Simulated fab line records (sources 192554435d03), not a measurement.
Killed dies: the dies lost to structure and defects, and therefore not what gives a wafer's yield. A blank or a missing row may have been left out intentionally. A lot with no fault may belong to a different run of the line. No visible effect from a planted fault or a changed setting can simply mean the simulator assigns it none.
Chamber matching    flow n5Finfet    4 sister chambers for N5_BEOL_M12_CMP_49 on cmp-03
The step polishes, stops on SiOC, t overpolish 20.6 s, target thk 320 nm. 8 wafers are shown with their chamber, then 11 later ones without.

EACH WAFER AND ITS CHAMBER
wafer   chamber  motorCurrentA (A)  barrierFieldEndpointS (s)
L075.2  3        6.0                29.2
L077.2  1        6.3                30.2
L082.1  1        6.1                30.2
L088.4  3        6.1                30.7
L086.3  0        6.7                31.1
L086.4  2        6.7                30.1
L086.6  2        7.3                30.4
L090.2  0        6.5                30.7

WAFERS WITH NO CHAMBER GIVEN
wafer   motorCurrentA (A)  barrierFieldEndpointS (s)
L090.5  6.8                31.1
L090.6  6.2                31.2
L091.1  6.7                30.9
L091.4  7.1                30.1
L091.5  5.8                30.2
L092.1  6.6                30.9
L092.2  7.0                30.4
L092.5  5.9                30.7
L094.2  7.2                29.9
L094.3  6.3                30.0
L094.6  6.0                31.0

WHICH CHAMBER EACH WENT THROUGH
wafer   from the rows above           in truth
L090.5  can't be placed: 0 or 2       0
L090.6  can't be placed: 0 or 1 or 3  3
L091.1  can't be placed: 0 or 2       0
L091.4  2                             2
L091.5  can't be placed: 3 or 1       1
L092.1  0                             0
L092.2  can't be placed: 2 or 0       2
L092.5  can't be placed: 3 or 1 or 0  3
L094.2  2                             2
L094.3  can't be placed: 1 or 3 or 0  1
L094.6  can't be placed: 1 or 3 or 0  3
3 of 11 placed correctly. From these rows, 8 cannot be placed; in 8 the true chamber is one of the candidates. Wrongly placed: 0.
How it was worked out, from the rows above alone: a wafer's distance from a chamber is the root of the sum, over the readings, of the square of ((its reading less the chamber's mean) divided by the reading's scatter). The wafer belongs to the nearest chamber; if the next one is less than 2 further off, it can't be placed. Each chamber's mean is taken over the wafers shown for it. The scatter is the square root of a quotient: the sum, over the shown wafers, of each reading's squared deviation from its chamber's mean, divided by wafers minus chambers.
